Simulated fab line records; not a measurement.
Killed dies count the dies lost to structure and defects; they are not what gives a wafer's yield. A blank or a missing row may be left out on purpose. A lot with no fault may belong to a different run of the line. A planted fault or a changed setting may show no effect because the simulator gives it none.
Chamber matching / flow n5-finfet / 4 sister chambers for N5_PMOS_HMC_CHANNEL_EPI_ETCH_32 on rie-diel-04
The step etches BARC in N2/H2, stops on SiO2, target depth 85.8 nm, time 50.3 s. 14 wafers are shown with their chamber, then 6 later ones without.

## WAFERS WITH THEIR CHAMBER
wafer=L546.2; chamber=1; drypump-motor-current-A (A)=5.0; showerhead-plenum-p-Torr (Torr)=2.63; throttle-valve-pct (%)=18.31
wafer=L546.5; chamber=2; drypump-motor-current-A (A)=5.8; showerhead-plenum-p-Torr (Torr)=2.46; throttle-valve-pct (%)=17.63
wafer=L546.6; chamber=1; drypump-motor-current-A (A)=5.0; showerhead-plenum-p-Torr (Torr)=2.63; throttle-valve-pct (%)=18.30
wafer=L547.3; chamber=0; drypump-motor-current-A (A)=6.1; showerhead-plenum-p-Torr (Torr)=2.67; throttle-valve-pct (%)=18.05
wafer=L547.4; chamber=3; drypump-motor-current-A (A)=6.7; showerhead-plenum-p-Torr (Torr)=2.46; throttle-valve-pct (%)=17.52
wafer=L548.2; chamber=3; drypump-motor-current-A (A)=6.6; showerhead-plenum-p-Torr (Torr)=2.45; throttle-valve-pct (%)=17.51
wafer=L548.4; chamber=0; drypump-motor-current-A (A)=6.1; showerhead-plenum-p-Torr (Torr)=2.67; throttle-valve-pct (%)=18.06
wafer=L548.6; chamber=1; drypump-motor-current-A (A)=5.0; showerhead-plenum-p-Torr (Torr)=2.63; throttle-valve-pct (%)=18.31
wafer=L556.1; chamber=1; drypump-motor-current-A (A)=5.0; showerhead-plenum-p-Torr (Torr)=2.63; throttle-valve-pct (%)=17.94
wafer=L556.3; chamber=0; drypump-motor-current-A (A)=6.1; showerhead-plenum-p-Torr (Torr)=2.66; throttle-valve-pct (%)=18.09
wafer=L558.1; chamber=0; drypump-motor-current-A (A)=6.1; showerhead-plenum-p-Torr (Torr)=2.66; throttle-valve-pct (%)=18.09
wafer=L558.5; chamber=3; drypump-motor-current-A (A)=6.7; showerhead-plenum-p-Torr (Torr)=2.45; throttle-valve-pct (%)=17.55
wafer=L558.6; chamber=0; drypump-motor-current-A (A)=6.1; showerhead-plenum-p-Torr (Torr)=2.66; throttle-valve-pct (%)=18.08
wafer=L564.2; chamber=3; drypump-motor-current-A (A)=6.7; showerhead-plenum-p-Torr (Torr)=2.44; throttle-valve-pct (%)=17.56

SIGNATURES, as means of the wafers listed above
reading=drypump-motor-current-A; chamber 0=6.100; chamber 1=5.000; chamber 2=5.800; chamber 3=6.675; scatter within a chamber=0.0274
reading=showerhead-plenum-p-Torr; chamber 0=2.6640; chamber 1=2.6300; chamber 2=2.4600; chamber 3=2.4500; scatter within a chamber=0.00566
reading=throttle-valve-pct; chamber 0=18.0740; chamber 1=18.2150; chamber 2=17.6300; chamber 3=17.5350; scatter within a chamber=0.102
Rule: for a wafer and a chamber, the distance is found by dividing, reading by reading, the gap between the wafer's reading and the chamber's mean by the reading's scatter, squaring, summing and taking the root. If the next closest chamber is less than 2 further off than the closest, the wafer can't be placed; otherwise it belongs to the closest. The scatter is the square root of a quotient: the sum, over the shown wafers, of each reading's squared deviation from its chamber's mean, divided by wafers minus chambers.

## WAFERS WHOSE CHAMBER IS MISSING
wafer=L564.3; drypump-motor-current-A (A)=6.1; showerhead-plenum-p-Torr (Torr)=2.65; throttle-valve-pct (%)=18.12
wafer=L566.2; drypump-motor-current-A (A)=5.8; showerhead-plenum-p-Torr (Torr)=2.44; throttle-valve-pct (%)=17.72
wafer=L566.4; drypump-motor-current-A (A)=5.0; showerhead-plenum-p-Torr (Torr)=2.62; throttle-valve-pct (%)=17.98
wafer=L566.5; drypump-motor-current-A (A)=5.7; showerhead-plenum-p-Torr (Torr)=2.44; throttle-valve-pct (%)=17.72
wafer=L568.4; drypump-motor-current-A (A)=6.1; showerhead-plenum-p-Torr (Torr)=2.65; throttle-valve-pct (%)=18.12
wafer=L568.6; drypump-motor-current-A (A)=5.0; showerhead-plenum-p-Torr (Torr)=2.62; throttle-valve-pct (%)=17.98

## CHAMBER TAKEN BY EACH
wafer=L564.3; from the rows above=0; in truth=0
wafer=L566.2; from the rows above=2; in truth=2
wafer=L566.4; from the rows above=1; in truth=1
wafer=L566.5; from the rows above=2; in truth=2
wafer=L568.4; from the rows above=0; in truth=0
wafer=L568.6; from the rows above=1; in truth=1
Correct placement for 6 of the 6. Left unplaced by these rows: 0. Wrongly placed: 0.
